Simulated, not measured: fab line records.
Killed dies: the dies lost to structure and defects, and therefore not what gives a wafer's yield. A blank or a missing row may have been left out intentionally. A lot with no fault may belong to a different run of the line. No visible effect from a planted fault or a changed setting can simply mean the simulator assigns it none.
Chamber matching | flow n5 finfet | N5_BEOL_M4_CO_CAP_55 on cvd co-02 has 3 sister chambers
The step material Co, precursor CCTBA/H2, target thk 2 nm, time 102.1 s. 6 wafers are shown with their chamber, then 12 later ones without.

## WAFERS WITH THEIR CHAMBER
wafer  | chamber | heater power w (W)
L090.4 | 0       | 230
L090.5 | 1       | 255
L090.6 | 2       | 226
L091.1 | 2       | 220
L091.3 | 0       | 237
L091.6 | 1       | 267

## WAFERS WHOSE CHAMBER IS MISSING
wafer  | heater power w (W)
L094.1 | 223
L094.2 | 241
L094.5 | 234
L096.1 | 220
L096.2 | 235
L096.3 | 261
L096.4 | 221
L096.5 | 236
L096.6 | 253
L097.1 | 227
L097.3 | 232
L097.5 | 236

## THE CHAMBER EACH PASSED THROUGH
wafer  | from the rows above     | in truth
L094.1 | can't be placed: 2 or 0 | 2
L094.2 | can't be placed: 0 or 2 | 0
L094.5 | can't be placed: 0 or 2 | 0
L096.1 | can't be placed: 2 or 0 | 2
L096.2 | can't be placed: 0 or 2 | 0
L096.3 | 1                       | 1
L096.4 | can't be placed: 2 or 0 | 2
L096.5 | can't be placed: 0 or 2 | 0
L096.6 | can't be placed: 1 or 0 | 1
L097.1 | can't be placed: 2 or 0 | 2
L097.3 | can't be placed: 0 or 2 | 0
L097.5 | can't be placed: 0 or 2 | 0
Placed correctly: 1 of 12. Not placeable from these rows: 11 (in 11, the candidates include the true chamber). 0 placed wrongly.
How it was worked out, from the rows above alone: a wafer's distance from a chamber is the root of the sum, over the readings, of the square of ((its reading less the chamber's mean) divided by the reading's scatter). If the next closest chamber is less than 2 further off than the closest, the wafer can't be placed; otherwise it belongs to the closest. The mean given for a chamber averages the wafers shown for that chamber. How the scatter is found: for the shown wafers, subtract from each reading the mean of its chamber, square and add these, divide the total by (wafers less chambers), then take the root.
